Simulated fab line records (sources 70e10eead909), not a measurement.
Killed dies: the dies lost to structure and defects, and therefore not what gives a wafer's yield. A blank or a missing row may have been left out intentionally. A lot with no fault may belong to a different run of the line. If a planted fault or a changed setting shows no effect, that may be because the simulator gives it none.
fab line records	flow nand-harc
[record] lots = 11	wafers = 33	last-day = 32
route steps=1302 shown P_CONTACT@234 P_M0@260
lots untouched by any fault: they come from a run of this same line in which no faults occurred
start-h: hours from the record's first day to the start of the lot's first wafer shown	wait-h: hours since the lot's step before	" identical to the entry in the row above	L1.1+2: a row that stands for several wafers	- value missing, or start not given	* or withheld: withheld	< > ~ a bound
route shown NAME@n: names a module that has steps shown in the file, with the first one's number in the route	usual: mean and standard deviation over wafers with no fault	same: alike in all rows	chamber/n: place in a boat	sites: per-site readings	_std_site: the values' standard deviation	_edge_site: the outer-site mean with the inner-site mean subtracted	radius-mm: for every site, how far away it sits from the centre of the wafer	mask NAME#n: copy n	behind: the most recent tool/chamber to have shaped the wafer	hold: reason for holding the lot/hours on hold/outcome of the hold	device: the transistor (n, p or np) that didn't switch	end of line: the same wafers' tests at the end of the route	where a step has no rows: the recipe by itself	killed: dies lost to structure and defects at the first sort, not the wafer's yield	map: a wafer's dies, x killed, . not, _ none there
set.NAME: the setting the step ran with; set.NAME@STEP: the setting that earlier step ran with	model.NAME: the simulator's own value behind a step, which no gauge read
the route's steps for a sample of lots (tables are steps, rows are wafers)
services: when a tool's chamber went out of use (start-h, in hours from the record's first day, below 0 if earlier), for how many hours, and the reason
[[steps]]
[step NHARC_P_CONTACT_INSPECT_14]
[usual] raw-defect-count = 4.0/2.3
lot.wafer	tool	chamber	start-h	wait-h	raw-defect-count
L466.1	defect-inspect-01	-	121.85	0.0	9
L466.2	"	-	"	"	10
L466.5	"	-	"	"	8
L467.3	defect-inspect-02	-	128.41	0.0	8
L467.5	"	-	"	"	1
L467.6	"	-	"	"	1
L468.1	defect-inspect-02	-	137.94	0.0	3
L468.2	"	-	"	"	2
L468.3	"	-	"	"	3
L471.3	defect-inspect-01	-	161.77	0.0	4
L471.4	"	-	"	"	4
L471.5	"	-	"	"	4
L472.3	defect-inspect-02	-	184.86	0.0	5
L472.5	"	-	"	"	3
L472.6	"	-	"	"	3
L473.1	defect-inspect-01	-	194.82	0.0	3
L473.3	"	-	"	"	9
L473.4	"	-	"	"	3
L476.1	defect-inspect-02	-	225.51	0.0	6
L476.3	"	-	"	"	9
L476.6	"	-	"	"	8
L480.1	defect-inspect-01	-	266.40	0.0	1
L480.4	"	-	"	"	0
L480.5	"	-	"	"	2
L481.3	defect-inspect-02	-	286.40	0.0	3
L481.5	"	-	"	"	1
L481.6	"	-	"	"	4
L483.1	defect-inspect-02	-	289.25	0.0	3
L483.5	"	-	"	"	3
L483.6	"	-	"	"	4
L485.2	defect-inspect-01	-	322.10	0.0	4
L485.4	"	-	"	"	1
L485.6	"	-	"	"	5
[step NHARC_P_CONTACT_STRIP_28]
[recipe] o2-flow-sccm = 500	ar-flow-sccm = 0	bias-w = 0	chemistry = O2
[usual] drypump-motor-current-A = 6.0/0.5	o2-flow-sccm = 499.8/1.3	oes-product-au = 1.004/0.012	rf-vpp-V = 57.8/0.89	showerhead-plenum-p-Torr = 3.55/0.15	throttle-valve-pct = 17.037/0.0093
[same] bias-w = 0
lot.wafer	tool	chamber	start-h	wait-h	drypump-motor-current-A	o2-flow-sccm	oes-product-au	rf-hours-counter-h	rf-vpp-V	showerhead-plenum-p-Torr	throttle-valve-pct
L466.1	rie-diel-06	0	122.85	0.1	6.4	501.4	1.024	4.7	58.3	3.70	17.036
L466.2	"	2	"	"	6.6	499.5	1.009	5.7	58.3	3.42	17.057
L466.5	"	1	"	"	6.2	500.4	0.999	-	56.4	3.70	17.049
L467.3	rie-diel-06	1	129.44	0.1	6.2	499.3	0.999	3.2	59.0	3.70	17.024
L467.6	"	3	"	"	6.0	499.6	1.011	-	56.3	3.38	17.029
L467.5	"	0	"	"	6.5	499.6	1.007	-	57.9	3.70	17.038
L468.1	rie-diel-05	0	138.94	0.1	5.6	499.7	1.002	4.6	58.7	3.73	17.034
L468.2	"	1	"	"	5.7	500.3	0.999	4.7	58.2	3.36	17.025
L468.3	"	3	"	"	6.3	498.8	1.021	4.1	56.7	3.41	17.038
L471.3	rie-diel-06	2	162.78	0.1	6.6	498.9	1.000	0.2	56.9	3.42	17.037
L471.4	"	3	"	"	6.0	498.9	0.986	0.4	56.1	3.38	17.047
L471.5	"	3	"	"	6.0	499.3	0.992	-	57.4	3.38	17.043
L472.3	rie-diel-07	3	185.87	0.1	5.1	501.1	1.021	1.7	58.7	3.76	17.042
L472.6	"	3	"	"	5.1	500.3	1.026	-	56.1	3.76	17.060
L472.5	"	0	"	"	5.1	499.9	1.004	-	57.8	3.64	17.048
L473.4	rie-diel-07	3	195.84	0.1	5.1	498.7	1.017	1.8	57.4	3.76	17.025
L473.3	"	0	"	"	5.1	500.0	1.011	2.0	58.0	3.64	17.037
L473.1	"	1	"	"	5.4	500.5	1.008	2.2	57.1	3.44	17.034
L476.1	rie-diel-06	3	226.69	0.1	6.0	499.1	0.975	1.3	57.2	3.38	17.035
L476.3	"	0	"	"	6.4	499.6	0.991	1.5	56.7	3.70	17.044
L476.6	"	1	"	"	6.2	498.5	0.995	-	58.9	3.70	17.033
L480.4	rie-diel-05	0	267.42	0.1	5.6	499.4	0.980	1.7	58.4	3.73	17.035
L480.1	"	1	"	"	5.8	498.4	1.008	2.1	58.6	3.36	17.033
L480.5	"	3	"	"	6.4	500.6	1.031	-	56.7	3.40	17.029
L481.3	rie-diel-07	0	287.92	0.1	5.1	499.1	0.999	5.1	57.5	3.64	17.038
L481.5	"	1	"	"	5.3	500.5	1.006	-	57.8	3.44	17.032
L481.6	"	2	"	"	6.5	498.2	0.989	-	59.3	3.55	17.025
L483.1	rie-diel-06	0	290.28	0.1	6.5	500.6	1.015	3.4	58.8	3.70	17.040
L483.5	"	3	"	"	6.0	498.3	0.994	-	57.2	3.38	17.037
L483.6	"	0	"	"	6.5	502.7	1.006	-	58.5	3.70	17.053
L485.4	rie-diel-05	1	323.10	0.1	5.7	498.5	1.013	4.9	56.9	3.35	17.027
L485.2	"	0	"	"	5.5	500.7	0.997	4.9	58.9	3.73	17.029
L485.6	"	2	"	"	6.1	500.8	1.018	-	58.1	3.64	17.032
[step NHARC_P_M0_EXPOSE_06]
[recipe] na = 1.35	target-cd-nm = 90	dose-mj = 81.28	mask-id = P_M0
[usual] exposure-dose-mJ-cm2 = 81.24/0.083
[same] na = 1.35
lot.wafer	tool	chamber	start-h	wait-h	mask	exposure-dose-mJ-cm2
L466.1	arfi-scanner-01	0	125.75	-	P_M0#0	81.25
L466.2	"	0	"	"	P_M0#0	81.14
L466.5	"	0	"	"	P_M0#0	81.22
L467.3	arfi-scanner-01	0	132.18	-	P_M0#0	81.37
L467.5	"	0	"	"	P_M0#0	81.38
L467.6	"	0	"	"	P_M0#0	81.42
L468.1	arfi-scanner-03	0	141.91	-	P_M0#0	81.23
L468.2	"	0	"	"	P_M0#0	81.23
L468.3	"	0	"	"	P_M0#0	81.18
L471.3	arfi-scanner-01	0	165.55	-	P_M0#0	81.26
L471.4	"	0	"	"	P_M0#0	81.06
L471.5	"	0	"	"	P_M0#0	81.14
L472.3	arfi-scanner-01	0	188.78	-	P_M0#0	77.71
L472.5	"	0	"	"	P_M0#0	77.68
L472.6	"	0	"	"	P_M0#0	77.59
L473.1	arfi-scanner-01	0	198.59	-	P_M0#0	78.31
L473.3	"	0	"	"	P_M0#0	78.25
L473.4	"	0	"	"	P_M0#0	78.18
L476.1	arfi-scanner-02	0	229.43	-	P_M0#0	81.18
L476.3	"	0	"	"	P_M0#0	81.23
L476.6	"	0	"	"	P_M0#0	81.18
L480.1	arfi-scanner-01	0	270.29	-	P_M0#0	78.83
L480.4	"	0	"	"	P_M0#0	78.88
L480.5	"	0	"	"	P_M0#0	78.92
L481.3	arfi-scanner-02	0	290.78	-	P_M0#0	81.22
L481.5	"	0	"	"	P_M0#0	81.17
L481.6	"	0	"	"	P_M0#0	81.13
L483.1	arfi-scanner-03	0	293.15	-	P_M0#0	81.17
L483.5	"	0	"	"	P_M0#0	81.25
L483.6	"	0	"	"	P_M0#0	81.27
L485.2	arfi-scanner-03	0	325.88	-	P_M0#0	81.31
L485.4	"	0	"	"	P_M0#0	81.39
L485.6	"	0	"	"	P_M0#0	81.31
[step NHARC_P_M0_CD_MEAS_09]
[recipe] target-cd-nm = 90	landing-energy-ev = 500
[usual] cd-nm = 89.8/0.65
lot.wafer	tool	chamber	start-h	wait-h	cd-nm
L466.1	cd-sem-03	0	125.88	-	89.9
L466.2	"	0	"	"	90.8
L466.5	"	0	"	"	88.8
L467.3	cd-sem-03	0	132.32	-	90.1
L467.5	"	0	"	"	89.4
L467.6	"	0	"	"	89.7
L468.1	cd-sem-03	0	142.05	-	90.0
L468.2	"	0	"	"	90.6
L468.3	"	0	"	"	90.6
L471.3	cd-sem-02	0	165.69	-	90.0
L471.4	"	0	"	"	89.7
L471.5	"	0	"	"	90.3
L472.3	cd-sem-03	0	188.91	-	86.6
L472.5	"	0	"	"	87.0
L472.6	"	0	"	"	86.9
L473.1	cd-sem-01	0	198.73	-	86.8
L473.3	"	0	"	"	87.3
L473.4	"	0	"	"	86.4
L476.1	cd-sem-01	0	229.57	-	90.4
L476.3	"	0	"	"	89.7
L476.6	"	0	"	"	89.5
L480.1	cd-sem-03	0	270.43	-	88.2
L480.4	"	0	"	"	88.6
L480.5	"	0	"	"	89.1
L481.3	cd-sem-03	0	290.92	-	90.7
L481.5	"	0	"	"	88.9
L481.6	"	0	"	"	89.3
L483.1	cd-sem-01	0	293.30	-	89.0
L483.5	"	0	"	"	88.7
L483.6	"	0	"	"	89.1
L485.2	cd-sem-02	0	326.01	-	89.3
L485.4	"	0	"	"	89.0
L485.6	"	0	"	"	89.6
[step NHARC_P_M0_ETCH_34]
[recipe] target-depth-a = 400	overetch-a = 120	time-s = 43.94	ion-energy-ev = 200	n2-flow-sccm = 150	h2-flow-sccm = 150	ar-flow-sccm = 0	rf-w = 400	bias-w = 150	chemistry = N2/H2
[usual] bias-w = 150.0/0.48	drypump-motor-current-A = 5.9/0.5	oes-product-au = 1.001/0.0083	rf-vpp-V = 430/3	showerhead-plenum-p-Torr = 2.02/0.11	throttle-valve-pct = 14.171/0.0082
[same] time-s = 43.94
lot.wafer	tool	chamber	start-h	wait-h	bias-w	drypump-motor-current-A	oes-product-au	rf-hours-counter-h	rf-vpp-V	showerhead-plenum-p-Torr	throttle-valve-pct
L466.2	rie-diel-09	0	126.16	0.1	150.4	5.1	1.002	24	436	2.19	14.181
L466.1	"	1	"	"	150.2	6.4	0.996	23	426	1.94	14.182
L466.5	"	0	"	"	150.1	5.2	1.002	-	434	2.19	14.175
L467.3	rie-diel-09	3	132.60	0.1	150.2	5.7	1.006	27	430	2.03	14.172
L467.5	"	0	"	"	150.2	5.2	0.999	-	433	2.19	14.166
L467.6	"	1	"	"	150.5	6.4	0.994	-	428	1.94	14.186
L468.3	rie-diel-09	0	142.32	0.1	150.4	5.2	0.990	26	435	2.19	14.182
L468.1	"	2	"	"	150.0	6.0	0.989	28	425	1.89	14.177
L468.2	"	3	"	"	150.2	5.7	1.004	29	430	2.03	14.171
L471.3	rie-diel-09	2	165.96	0.1	150.0	6.0	0.999	3	425	1.89	14.170
L471.4	"	1	"	"	150.2	6.3	0.998	3	428	1.94	14.170
L471.5	"	2	"	"	150.0	6.0	1.007	-	427	1.89	14.171
L472.3	rie-diel-09	2	189.18	0.1	150.7	6.0	1.001	7	426	1.89	14.161
L472.6	"	1	"	"	151.0	6.4	0.998	-	428	1.94	14.170
L472.5	"	2	"	"	150.7	6.0	0.996	-	426	1.89	14.155
L473.1	rie-diel-09	3	199.02	0.1	149.1	5.7	1.006	9	430	2.03	14.165
L473.3	"	0	"	"	149.8	5.2	1.002	9	434	2.19	14.179
L473.4	"	2	"	"	150.1	6.0	0.989	-	427	1.88	14.157
L476.3	rie-diel-08	2	229.84	0.1	150.4	5.5	1.005	11	430	2.08	14.170
L476.1	"	1	"	"	150.1	6.5	1.012	11	431	2.01	14.179
L476.6	"	3	"	"	150.8	6.3	1.010	-	435	2.22	14.167
L480.1	rie-diel-11	0	270.72	0.1	149.9	6.2	0.998	1	427	1.92	14.190
L480.4	"	3	"	"	149.8	6.1	1.005	1	432	2.08	14.171
L480.5	"	0	"	"	150.3	6.2	0.990	-	425	1.92	14.181
L481.3	rie-diel-09	1	291.18	0.1	150.7	6.3	1.005	11	429	1.93	14.161
L481.6	"	1	"	"	150.4	6.4	1.024	-	427	1.93	14.171
L481.5	"	2	"	"	149.5	6.0	0.997	-	426	1.88	14.161
L483.1	rie-diel-11	0	293.58	0.1	150.5	6.2	0.998	8	427	1.92	14.173
L483.5	"	2	"	"	150.6	6.6	1.004	-	430	2.02	14.178
L483.6	"	3	"	"	149.7	6.1	0.998	-	432	2.08	14.158
L485.2	rie-diel-08	1	326.33	0.1	150.1	6.5	1.027	42	428	2.00	14.171
L485.4	"	2	"	"	149.9	5.5	1.002	51	433	2.07	14.180
L485.6	"	1	"	"	150.6	6.4	1.013	-	430	2.00	14.167
[[services]]
tool	chamber	start-h	hours	kind
rie-diel-09	1	98.96	7.1	repair
rie-diel-06	0	103.52	7.0	repair
rie-diel-06	1	106.55	11.2	repair
rie-diel-07	-	117.20	9.0	pm
arfi-scanner-01	-	126.66	0.2	repair
rie-diel-06	-	130.20	9.0	pm
rie-diel-05	2	138.54	8.7	repair
rie-diel-09	-	143.14	9.0	pm
rie-diel-06	2	149.13	10.1	repair
rie-diel-06	3	175.96	3.9	repair
rie-diel-07	2	178.74	2.4	repair
rie-diel-09	1	194.09	8.9	repair
arfi-scanner-03	-	196.08	4.0	pm
rie-diel-05	-	202.53	1.9	repair
arfi-scanner-01	-	210.96	0.9	repair
rie-diel-09	-	213.16	62.6	repair
arfi-scanner-03	-	218.73	0.7	repair
rie-diel-07	1	220.21	19.6	repair
arfi-scanner-01	-	221.82	8.0	repair
arfi-scanner-01	-	237.93	1.4	repair
arfi-scanner-01	-	252.00	4.0	pm
rie-diel-06	-	307.20	9.0	pm
rie-diel-06	3	320.09	13.9	repair
rie-diel-09	-	320.14	9.0	pm
[[key]]
[first-sign] step = NHARC_P_M0_EXPOSE_06	reading = exposure-dose-mJ-cm2	direction = down	sigmas = 36	usual = 81.24	struck = 78.26
[effect] step = NHARC_P_M0_CD_MEAS_09	reading = cd-nm	direction = down	sigmas = 3.6	usual = 89.8	struck = 87.4	through = control-loop
met-at NHARC_P_M0_EXPOSE_06
struck-lots L472,L473,L480
[loop-trim] step = NHARC_P_M0_EXPOSE_06	setting = dose	lots = L473,L480
not-acting-at NHARC_P_CONTACT_INSPECT_14,NHARC_P_CONTACT_STRIP_28,NHARC_P_M0_ETCH_34
onset-between 165.55 188.78
[fault] kind = process-parameter-drift	tool = arfi-scanner-01	chamber = -	onset-h = 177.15	steps = NHARC_P_M0_EXPOSE_06	channel = dose-mj	offset = -3.5701	shape = step	acts-in = these-recipes-only	stated = 81.28
// loop-trim: a control loop set the setting to another value than it would have without faults
